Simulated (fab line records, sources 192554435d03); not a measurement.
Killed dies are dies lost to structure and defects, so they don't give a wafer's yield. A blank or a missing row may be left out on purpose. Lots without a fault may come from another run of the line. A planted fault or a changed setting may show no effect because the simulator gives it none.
Split-lot experiment | flow n5_finfet | 7 lots, 21 wafers read, on a route of 1938 steps

THE SPLIT
At N5_GATE_CUT_ETCH_58 (etches SiNx in CH3F/O2, target depth 17 nm, time 128.6 s), the setting source_w was moved away from the recipe's 415 W on 9 of the 21 wafers read, by -17.0% to +13.4%. The other wafers ran this setting at the recipe's value.

The reading is taken at the split's own step.

THE READING
rf_vpp_V, in V, at N5_GATE_CUT_ETCH_58 (etches SiNx in CH3F/O2, target depth 17 nm, time 128.6 s). Fault-free wafers of this fab line usually give 99.2 V, standard deviation 1 V.

wafer  | tool, chamber at the split | source_w as run, W | against the recipe | rf_vpp_V, V | against lot-mates on the recipe
L076.1 | rie_diel-06, 0             | 470.7              | +13.4%             | 94.8        | -3.2
L076.2 | rie_diel-06, 1             | 415                | recipe             | 98.0        | -
L076.6 | rie_diel-06, 1             | 470.7              | +13.4%             | 94.1        | -3.9
L081.2 | rie_diel-06, 1             | 415                | recipe             | 99.0        | -
L081.5 | rie_diel-06, 0             | 366.8              | -11.6%             | 104.7       | +5.7
L081.6 | rie_diel-06, 3             | 415                | recipe             | 99.1        | -
L086.3 | rie_diel-04, 3             | 344.6              | -17.0%             | 105.0       | +4.2
L086.4 | rie_diel-04, 0             | 344.6              | -17.0%             | 106.7       | +5.9
L086.5 | rie_diel-04, 2             | 415                | recipe             | 100.8       | -
L089.2 | rie_diel-04, 1             | 415                | recipe             | 99.1        | -
L089.3 | rie_diel-04, 3             | 415                | recipe             | 99.3        | -
L089.4 | rie_diel-04, 0             | 415                | recipe             | 99.9        | -
L091.3 | rie_diel-04, 1             | 440.9              | +6.2%              | 98.0        | no lot-mate on the recipe
L091.4 | rie_diel-04, 3             | 440.9              | +6.2%              | 97.1        | no lot-mate on the recipe
L091.5 | rie_diel-04, 0             | 440.9              | +6.2%              | 97.2        | no lot-mate on the recipe
L095.2 | rie_diel-04, 1             | 415                | recipe             | 99.8        | -
L095.4 | rie_diel-04, 3             | 415                | recipe             | 100.7       | -
L095.6 | rie_diel-04, 2             | 415                | recipe             | 99.4        | -
L097.1 | rie_diel-04, 2             | 443.2              | +6.8%              | 97.6        | -1.8
L097.3 | rie_diel-04, 0             | 415                | recipe             | 99.0        | -
L097.6 | rie_diel-04, 3             | 415                | recipe             | 99.7        | -

THE FIT
A straight line over all 21 wafers: rf_vpp_V changes by -0.376 V for each +1% of source_w; r = -0.97; the points scatter about the line by 0.72 V.
The same after taking each lot's own level away (the mean of its wafers on the recipe; 18 wafers): -0.306 V for each +1%; r = -0.96; scatter 0.7 V.
On that fit, the largest move of source_w shifts the reading by 5.2 V.
The lots' own levels span 98.00 to 100.80 V, that is 2.8 times the standard deviation above.
So the lot-to-lot level changes the slope: the two fits differ.
Check: with one of the wafers moved furthest among these (-17.0%) left out of the fit, the line predicts +5.87 V for it against its lot-mates. It came out at +4.2 V against them.
Tool readings at the split's step, against how far the setting was moved: rf_vpp_V r = -0.97.

OTHER SPLITS ON THESE WAFERS
These wafers also went through other splits before the reading. Each is held against what the fit with the lots' levels taken away leaves over:
other split on the same wafers     | wafers away from the commonest value | r with rf_vpp_V (lot level and that fit taken away)
N5_SD_EPI_P_PEB_07 peb_time_s      | 8                                    | -0.28
N5_SD_EPI_P_ETCH_16 target_depth_a | 8                                    | +0.22
N5_SDB_ETCH_17 bias_w              | 7                                    | +0.03
N5_SDB_ETCH_18 source_w            | 9                                    | -0.17
N5_HKMG_FIN_COAT_41 spin_rpm       | 6                                    | -0.05
N5_HKMG_FIN_ETCH_54 source_w       | 5                                    | +0.04

THE FILE'S OWN FIT
rf_vpp_V changes by -0.325 V for each +1% of source_w, r = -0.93.
